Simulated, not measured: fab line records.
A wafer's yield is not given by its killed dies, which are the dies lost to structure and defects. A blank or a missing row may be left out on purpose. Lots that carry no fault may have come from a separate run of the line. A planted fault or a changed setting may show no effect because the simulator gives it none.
Chamber matching || flow nand harc || 3 sister chambers for NHARC_A_STAIRCASE_DEP_156 on pecvd-04
The step deposits SiNx, target thk 50 nm. 3 wafers are shown with their chamber, then 9 later ones without.

## WAFERS, EACH WITH ITS CHAMBER
{"wafer": "L087.1", "chamber": 0, "heater power w (W)": 730}
{"wafer": "L086.4", "chamber": 2, "heater power w (W)": 833}
{"wafer": "L086.5", "chamber": 1, "heater power w (W)": 654}

## WAFERS WHOSE CHAMBER IS MISSING
{"wafer": "L091.1", "heater power w (W)": 760}
{"wafer": "L091.4", "heater power w (W)": 764}
{"wafer": "L091.6", "heater power w (W)": 562}
{"wafer": "L092.3", "heater power w (W)": 752}
{"wafer": "L092.4", "heater power w (W)": 703}
{"wafer": "L092.6", "heater power w (W)": 764}
{"wafer": "L096.2", "heater power w (W)": 635}
{"wafer": "L096.4", "heater power w (W)": 625}
{"wafer": "L096.6", "heater power w (W)": 758}

## WHICH CHAMBER EACH WENT THROUGH
{"wafer": "L091.1", "from the rows above": "can't be placed: 0 or 2 or 1", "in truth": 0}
{"wafer": "L091.4", "from the rows above": "can't be placed: 0 or 2 or 1", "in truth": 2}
{"wafer": "L091.6", "from the rows above": "can't be placed: 1 or 0", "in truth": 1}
{"wafer": "L092.3", "from the rows above": "can't be placed: 0 or 2 or 1", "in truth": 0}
{"wafer": "L092.4", "from the rows above": "can't be placed: 0 or 1", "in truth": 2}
{"wafer": "L092.6", "from the rows above": "can't be placed: 0 or 2 or 1", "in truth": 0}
{"wafer": "L096.2", "from the rows above": "can't be placed: 1 or 0", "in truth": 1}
{"wafer": "L096.4", "from the rows above": "can't be placed: 1 or 0", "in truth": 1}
{"wafer": "L096.6", "from the rows above": "can't be placed: 0 or 2 or 1", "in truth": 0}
Correct placement for 0 of the 9. Can't be placed from these rows: 9 (the true chamber is among the candidates in 8). Wrongly placed: 0.
How it was worked out, from the rows above alone: a wafer's distance from a chamber is the root of the sum, over the readings, of the square of ((its reading less the chamber's mean) divided by the reading's scatter). The wafer belongs to the nearest chamber; if the next one is less than 2 further off, it can't be placed. Each chamber's mean is taken over the wafers shown for it. The scatter: root of mean squared gap, hidden wafer to nearest shown wafer, with one shown wafer a chamber.
